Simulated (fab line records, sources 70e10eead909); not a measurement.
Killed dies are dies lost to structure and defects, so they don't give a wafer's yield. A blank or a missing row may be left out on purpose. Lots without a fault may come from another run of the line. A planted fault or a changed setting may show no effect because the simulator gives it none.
Chamber matching | flow nand_harc | NHARC_A_CHANNEL_FILL_D2_ETCHBACK_19 on rie_si-06: 4 sister chambers
The step etches the open film in HBr/Cl2, target depth 5 nm, time 1.7 s. 4 wafers are shown with their chamber, then 9 later ones without.

WAFERS WITH THEIR CHAMBER
wafer  | chamber | oes_product_au (a.u.)
L074.2 | 0       | 1.000
L082.3 | 3       | 0.994
L087.5 | 2       | 1.007
L087.6 | 1       | 1.014

WAFERS WITHOUT THEIR CHAMBER
wafer  | oes_product_au (a.u.)
L089.1 | 0.989
L089.2 | 0.997
L089.3 | 1.006
L092.1 | 0.987
L092.5 | 0.986
L092.6 | 0.985
L095.1 | 1.007
L095.2 | 0.999
L095.5 | 1.001

WHICH CHAMBER EACH WENT THROUGH
wafer  | from the rows above          | in truth
L089.1 | can't be placed: 3 or 0      | 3
L089.2 | can't be placed: 0 or 3 or 2 | 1
L089.3 | can't be placed: 2 or 0 or 1 | 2
L092.1 | can't be placed: 3 or 0      | 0
L092.5 | can't be placed: 3 or 0      | 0
L092.6 | can't be placed: 3 or 0      | 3
L095.1 | can't be placed: 2 or 0 or 1 | 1
L095.2 | can't be placed: 0 or 3 or 2 | 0
L095.5 | can't be placed: 0 or 2 or 3 | 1
Placed correctly: 0 of 9. Can't be placed from these rows: 9 (the true chamber is among the candidates in 7). Placed wrongly: 0.
How it was worked out, from the rows above alone: a wafer's distance from a chamber is the root of the sum, over the readings, of the square of ((its reading less the chamber's mean) divided by the reading's scatter). The wafer belongs to the nearest chamber; if the next one is less than 2 further off, it can't be placed. A chamber's mean is the mean of its shown wafers. The scatter: with one shown wafer a chamber, the root of the mean of the squares of how far each hidden wafer lies from its nearest shown one.
